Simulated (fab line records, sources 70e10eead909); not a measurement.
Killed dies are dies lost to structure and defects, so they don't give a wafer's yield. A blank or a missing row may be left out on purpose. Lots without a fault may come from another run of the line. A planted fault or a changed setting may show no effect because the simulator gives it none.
Which tool did it? | flow nand_harc | 14 lots, 42 wafers sampled, at 5 steps of a route of 1159

WHAT THE GAUGES READ, wafer by wafer
NHARC_A_M1_INSPECT_11.
lot  | measured     | on                | raw_defect_count
L719 | day 17 19:02 | defect_inspect-02 | 30 13 23
L722 | day 18 00:51 | defect_inspect-01 | 10 7 11
L721 | day 18 02:57 | defect_inspect-02 | 31 21 25
L724 | day 18 15:46 | defect_inspect-02 | 5 6 7
L725 | day 18 20:32 | defect_inspect-01 | 28 17 17
L723 | day 19 05:20 | defect_inspect-01 | 42 35 31
L728 | day 19 13:51 | defect_inspect-02 | 26 28 22
L727 | day 20 01:40 | defect_inspect-01 | 22 20 16
L729 | day 20 02:35 | defect_inspect-02 | 39 47 44
L731 | day 20 23:22 | defect_inspect-02 | 17 12 14
L730 | day 20 23:32 | defect_inspect-02 | 27 26 26
L739 | day 23 00:02 | defect_inspect-02 | 58 71 62
L741 | day 23 08:35 | defect_inspect-01 | 17 29 15
L742 | day 24 03:49 | defect_inspect-02 | 53 65 50

NHARC_A_BONDPAD_THK_MEAS_20: measures by xrf.
lot  | measured     | on            | thk_nm (nm)
L719 | day 18 02:11 | film_metro-02 | 167.3 170.0 168.8
L722 | day 18 08:18 | film_metro-01 | 168.4 168.5 168.5
L721 | day 18 10:04 | film_metro-01 | 170.1 169.4 171.1
L724 | day 18 23:11 | film_metro-01 | 169.9 171.6 168.3
L725 | day 19 04:32 | film_metro-02 | 168.7 169.2 168.1
L723 | day 19 12:31 | film_metro-01 | 168.4 168.0 166.3
L728 | day 19 21:07 | film_metro-01 | 168.4 169.4 170.7
L727 | day 20 09:05 | film_metro-01 | 171.0 167.5 171.0
L729 | day 20 09:43 | film_metro-02 | 170.1 171.9 170.1
L731 | day 21 06:25 | film_metro-02 | 168.0 171.1 168.9
L730 | day 21 06:55 | film_metro-02 | 166.9 169.7 168.0
L739 | day 23 07:20 | film_metro-01 | 30.3 29.7 29.7
L741 | day 23 16:18 | film_metro-02 | 29.1 30.9 29.8
L742 | day 24 11:34 | film_metro-01 | 167.7 170.0 168.0

WHICH TOOL RAN EACH LOT (tool, then ch and the chambers of the sampled wafers, then the start)
lot  | NHARC_A_M1_ANNEAL_31             | NHARC_A_BONDPAD_ETCH_12                       | NHARC_A_BONDPAD_ECD_18
L719 | rtp_anneal-01 ch 0, day 17 20:51 | rie_diel-13 ch 0,1, day 18 01:08 or earlier   | ecd_cu-01 ch 0,1, day 18 01:08
L722 | rtp_anneal-01 ch 0, day 18 03:00 | rie_diel-13 ch 1,2, day 18 07:19 or earlier   | ecd_cu-01 ch 0,1, day 18 07:19
L721 | rtp_anneal-02 ch 0, day 18 04:52 | rie_diel-13 ch 0,1,3, day 18 09:07 or earlier | ecd_cu-01 ch 0,1, day 18 09:07
L724 | rtp_anneal-02 ch 0, day 18 17:44 | rie_diel-13 ch 0,1, day 18 22:13 or earlier   | ecd_cu-01 ch 0,1, day 18 22:13
L725 | rtp_anneal-01 ch 0, day 18 22:51 | rie_diel-13 ch 0,1,3, day 19 03:29 or earlier | ecd_cu-02 ch 0,1, day 19 03:29
L723 | rtp_anneal-01 ch 0, day 19 07:13 | rie_diel-13 ch 1,2, day 19 11:29 or earlier   | ecd_cu-01 ch 0,1, day 19 11:29
L728 | rtp_anneal-02 ch 0, day 19 15:43 | rie_diel-09 ch 0,2, day 19 20:06 or earlier   | ecd_cu-02 ch 0,1, day 19 20:06
L727 | rtp_anneal-01 ch 0, day 20 03:35 | rie_diel-13 ch 0,3, day 20 07:52 or earlier   | ecd_cu-01 ch 0,1, day 20 07:52
L729 | rtp_anneal-01 ch 0, day 20 04:34 | rie_diel-13 ch 0,1, day 20 08:46 or earlier   | ecd_cu-02 ch 0,1, day 20 08:46
L731 | rtp_anneal-02 ch 0, day 21 01:15 | rie_diel-09 ch 0,1,2, day 21 05:23 or earlier | ecd_cu-01 ch 0,1, day 21 05:23
L730 | rtp_anneal-02 ch 0, day 21 01:37 | rie_diel-09 ch 0,3, day 21 05:53 or earlier   | ecd_cu-01 ch 1, day 21 05:53
L739 | rtp_anneal-01 ch 0, day 23 01:50 | rie_diel-13 ch 0,2,3, day 23 06:20 or earlier | ecd_cu-01 ch 0,1, day 23 06:20
L741 | rtp_anneal-01 ch 0, day 23 10:31 | rie_diel-09 ch 0,2, day 23 15:15 or earlier   | ecd_cu-01 ch 0,1, day 23 15:15
L742 | rtp_anneal-01 ch 0, day 24 05:47 | rie_diel-09 ch 0,1,3, day 24 10:21 or earlier | ecd_cu-02 ch 0,1, day 24 10:21
- NHARC_A_M1_ANNEAL_31: time 90 s.
- NHARC_A_BONDPAD_ETCH_12: etches the open film in CHF3/O2, target depth 220 nm, time 110 s.
- NHARC_A_BONDPAD_ECD_18: material Cu, target thk 400 nm.

WHAT THE TOOLS THEMSELVES READ (means of the sampled wafers that have a number; where no wafer has one, the mark that the record gives instead)
NHARC_A_M1_ANNEAL_31.
lot  | tool          | wafer_temp_C_max
L719 | rtp_anneal-01 | 226.6
L722 | rtp_anneal-01 | 226.9
L721 | rtp_anneal-02 | 225.7
L724 | rtp_anneal-02 | 226.2
L725 | rtp_anneal-01 | 226.5
L723 | rtp_anneal-01 | 226.7
L728 | rtp_anneal-02 | 225.7
L727 | rtp_anneal-01 | 226.7
L729 | rtp_anneal-01 | 226.5
L731 | rtp_anneal-02 | 225.8
L730 | rtp_anneal-02 | 226.1
L739 | rtp_anneal-01 | 226.6
L741 | rtp_anneal-01 | 226.7
L742 | rtp_anneal-01 | 226.5

NHARC_A_BONDPAD_ETCH_12.
lot  | tool        | chf3_flow_sccm (sccm) | drypump_motor_current_A (A) | oes_product_au (a.u.) | rf_fwd_power_W (W) | rf_vpp_V (V) | showerhead_plenum_p_Torr (Torr) | throttle_valve_pct (%)
L719 | rie_diel-13 | 50.05                 | 5.9                         | 0.935                 | 498.0              | 371.3        | 2.44                            | 20.566
L722 | rie_diel-13 | 49.96                 | 6.0                         | 0.977                 | 497.7              | 372.5        | 2.48                            | 20.572
L721 | rie_diel-13 | 50.08                 | 5.8                         | 0.977                 | 497.2              | 373.4        | 2.49                            | 20.570
L724 | rie_diel-13 | 49.93                 | 6.0                         | 0.932                 | 498.4              | 371.2        | 2.47                            | 20.569
L725 | rie_diel-13 | 50.05                 | 5.8                         | 0.939                 | 497.7              | 372.0        | 2.49                            | 20.559
L723 | rie_diel-13 | 50.03                 | 5.7                         | 0.935                 | 496.7              | 371.5        | 2.46                            | 20.571
L728 | rie_diel-09 | 49.85                 | 5.6                         | 0.966                 | 496.4              | 369.0        | 2.36                            | 20.570
L727 | rie_diel-13 | 50.19                 | 5.6                         | 0.970                 | 496.9              | 373.3        | 2.51                            | 20.575
L729 | rie_diel-13 | 49.89                 | 5.9                         | 0.975                 | 499.0              | 371.4        | 2.44                            | 20.582
L731 | rie_diel-09 | 49.99                 | 5.4                         | 0.922                 | 496.7              | 370.2        | 2.38                            | 20.564
L730 | rie_diel-09 | 49.83                 | 5.8                         | 0.926                 | 495.3              | 369.3        | 2.35                            | 20.569
L739 | rie_diel-13 | 49.99                 | 5.6                         | 0.987                 | 497.9              | 372.3        | 2.48                            | 20.558
L741 | rie_diel-09 | 49.97                 | 5.6                         | 0.918                 | 496.4              | 368.5        | 2.30                            | 20.565
L742 | rie_diel-09 | 49.84                 | 5.7                         | 0.924                 | 495.4              | 370.6        | 2.42                            | 20.569

NHARC_A_BONDPAD_ECD_18.
lot  | tool      | bath_heat_duty_pct (%) | bath_temp_c (C)
L719 | ecd_cu-01 | 6.5                    | 24.99
L722 | ecd_cu-01 | 6.1                    | 24.88
L721 | ecd_cu-01 | 6.4                    | 24.97
L724 | ecd_cu-01 | 6.6                    | 24.98
L725 | ecd_cu-02 | 5.8                    | 25.00
L723 | ecd_cu-01 | 6.7                    | 24.91
L728 | ecd_cu-02 | 6.8                    | 25.07
L727 | ecd_cu-01 | 6.2                    | 25.02
L729 | ecd_cu-02 | 6.2                    | 24.98
L731 | ecd_cu-01 | 6.9                    | 24.89
L730 | ecd_cu-01 | 7.2                    | 25.06
L739 | ecd_cu-01 | -                      | -
L741 | ecd_cu-01 | -                      | -
L742 | ecd_cu-02 | 6.2                    | 25.11

THE ANSWER, worked out from the rows above alone
Rule: what is usual is taken from the lots themselves. Put in order of their means at a reading, lots are off if they are a third of the lots or fewer, leave a main group of 4 or more, and stand apart from it by a gap of 3 or more times the standard deviation of the main group's means; of several such gaps the widest counts. A main group whose means are all the same, to the digits that the tables above print for the reading, isn't used. A lot without any number at a reading at which 4 lots or more have one is off too. The other lots that the step has rows for count as sound. The gauges are gone through in route order, then the tools' own readings, and for those a lot's mean is taken as printed above. The first step at which some lot is off is used, and at that step the reading that is off furthest; a lot without a number counts as furthest.
Off: L739, L741, at NHARC_A_BONDPAD_THK_MEAS_20 (thk_nm). The main group: mean 169.1 nm, standard deviation 0.88.
A tool fits if, at a process step before that reading, it ran every lot that is off, and no sound lot after the first of them. The gauges at NHARC_A_BONDPAD_THK_MEAS_20 aren't tried: what is off there is off at NHARC_A_BONDPAD_ECD_18 too, on other tools, and a gauge's error can't cause that. NHARC_A_BONDPAD_ETCH_12 gives no start for some lots, so the hours and the order of its lots are those of NHARC_A_BONDPAD_ECD_18. One fits: ecd_cu-01 at NHARC_A_BONDPAD_ECD_18. Its last sound lot is L730 (day 21 05:53), its first lot that is off L739 (day 23 06:20): a fault that began between those two fits.
Blank at NHARC_A_BONDPAD_ECD_18 on the lots that are off, where sound lots have numbers: bath_heat_duty_pct, bath_temp_c.

WHAT THE SIMULATOR HAD PUT IN
Skipped step whole: ecd_cu-01, from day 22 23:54 on, at NHARC_A_BONDPAD_ECD_18. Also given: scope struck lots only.
Lots struck among those shown: L739, L741. The rule above found the same.
